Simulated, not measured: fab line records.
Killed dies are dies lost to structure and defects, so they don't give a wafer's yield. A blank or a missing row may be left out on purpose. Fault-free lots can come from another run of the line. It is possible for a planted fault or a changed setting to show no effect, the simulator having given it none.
Split-lot study | flow n5Finfet | 39 wafers read across 7 lots, on a route 1938 steps long

== ABOUT THE SPLIT ==
At N5_PMOS_HMC_CHANNEL_EPI_HM_DEP_34 (deposits SiO2 from TEOS/O2, target thk 36 nm, time 6.9 s), the setting targetThkA was moved away from the recipe's 360 angstrom on 15 of the 39 wafers read, by -49.1% to +57.2%. All remaining wafers had this setting at the recipe value.

The split's own step is where the reading is taken.

== THE READING ==
SiO2_of_PMOS_HMC_CHANNEL_EPI_HM_DEP_34.thkNm (the simulator's own value, which no gauge read), in nm, at N5_PMOS_HMC_CHANNEL_EPI_HM_DEP_34 (deposits SiO2 from TEOS/O2, target thk 36 nm, time 6.9 s). The file gives no usual value for it. Average 35.68 nm, standard deviation 0.62 nm, over the 24 wafers here run with the recipe.

wafer  | tool, chamber at the split | targetThkA as run, angstrom | against the recipe | SiO2_of_PMOS_HMC_CHANNEL_EPI_HM_DEP_34.thkNm, nm | against lot-mates on the recipe
L080.1 | pecvd-02, 2                | 360                         | recipe             | 36.22                                            | -
L080.2 | pecvd-02, 0                | 360                         | recipe             | 35.91                                            | -
L080.3 | pecvd-02, 1                | 242.9                       | -32.5%             | 23.7                                             | -12.47
L080.4 | pecvd-02, 1                | 242.9                       | -32.5%             | 24.04                                            | -12.13
L080.5 | pecvd-02, 2                | 242.9                       | -32.5%             | 25.26                                            | -10.91
L080.6 | pecvd-02, 0                | 360                         | recipe             | 36.39                                            | -
L082.1 | pecvd-03, 1                | 565.8                       | +57.2%             | 55.85                                            | +20.21
L082.2 | pecvd-03, 0                | 565.8                       | +57.2%             | 56.19                                            | +20.55
L082.3 | pecvd-03, 2                | 360                         | recipe             | 35.47                                            | -
L082.4 | pecvd-03, 2                | 360                         | recipe             | 35.84                                            | -
L082.5 | pecvd-03, 1                | 565.8                       | +57.2%             | 56.68                                            | +21.04
L082.6 | pecvd-03, 0                | 360                         | recipe             | 35.61                                            | -
L083.1 | pecvd-04, 1                | 360                         | recipe             | 35.4                                             | -
L083.2 | pecvd-04, 0                | 360                         | recipe             | 35.25                                            | -
L083.5 | pecvd-04, 2                | 360                         | recipe             | 36.02                                            | -
L085.1 | pecvd-03, 0                | 419.9                       | +16.6%             | 41.06                                            | +5.16
L085.2 | pecvd-03, 2                | 419.9                       | +16.6%             | 41.15                                            | +5.25
L085.3 | pecvd-03, 1                | 419.9                       | +16.6%             | 41.52                                            | +5.62
L085.4 | pecvd-03, 2                | 360                         | recipe             | 35.63                                            | -
L085.5 | pecvd-03, 1                | 360                         | recipe             | 36.14                                            | -
L085.6 | pecvd-03, 0                | 360                         | recipe             | 35.92                                            | -
L088.1 | pecvd-02, 2                | 360                         | recipe             | 36.46                                            | -
L088.2 | pecvd-02, 0                | 360                         | recipe             | 35.34                                            | -
L088.3 | pecvd-02, 1                | 360                         | recipe             | 34.5                                             | -
L088.4 | pecvd-02, 0                | 360                         | recipe             | 35.8                                             | -
L088.5 | pecvd-02, 1                | 360                         | recipe             | 34.73                                            | -
L088.6 | pecvd-02, 2                | 360                         | recipe             | 37                                               | -
L091.1 | pecvd-03, 2                | 360                         | recipe             | 34.75                                            | -
L091.2 | pecvd-03, 1                | 256.4                       | -28.8%             | 25.01                                            | -10.01
L091.3 | pecvd-03, 0                | 360                         | recipe             | 34.78                                            | -
L091.4 | pecvd-03, 2                | 360                         | recipe             | 35.52                                            | -
L091.5 | pecvd-03, 1                | 256.4                       | -28.8%             | 25.21                                            | -9.81
L091.6 | pecvd-03, 0                | 256.4                       | -28.8%             | 24.73                                            | -10.29
L092.1 | pecvd-03, 0                | 360                         | recipe             | 35.35                                            | -
L092.2 | pecvd-03, 2                | 183.1                       | -49.1%             | 18.39                                            | -17.51
L092.3 | pecvd-03, 1                | 183.1                       | -49.1%             | 18.19                                            | -17.71
L092.4 | pecvd-03, 2                | 183.1                       | -49.1%             | 18.34                                            | -17.56
L092.5 | pecvd-03, 0                | 360                         | recipe             | 35.59                                            | -
L092.6 | pecvd-03, 1                | 360                         | recipe             | 36.76                                            | -

THE FIT
A straight line over all 39 wafers: SiO2_of_PMOS_HMC_CHANNEL_EPI_HM_DEP_34.thkNm changes by +0.357 nm for each +1% of targetThkA; r = +1.00; the points scatter about the line by 0.58 nm.
The same after taking each lot's own level away (the mean of its wafers on the recipe; 39 wafers): +0.357 nm for each +1%; r = +1.00; scatter 0.53 nm.
According to that fit, moving targetThkA by its largest amount changes the reading by 20 nm.
The lots' own levels span 35.017 to 36.173 nm, that is 1.9 times the standard deviation above.
Hence the lot-to-lot level has little effect on the slope; both slopes agree.
Check: for one of the wafers moved furthest among these (+57.2%), held out of the fit, the line's prediction against its lot-mates is +20.4 nm. It came out at +20.2 nm against them.

== THE FILE'S OWN FIT ==
SiO2_of_PMOS_HMC_CHANNEL_EPI_HM_DEP_34.thkNm changes by +0.358 nm for each +1% of targetThkA, r = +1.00.
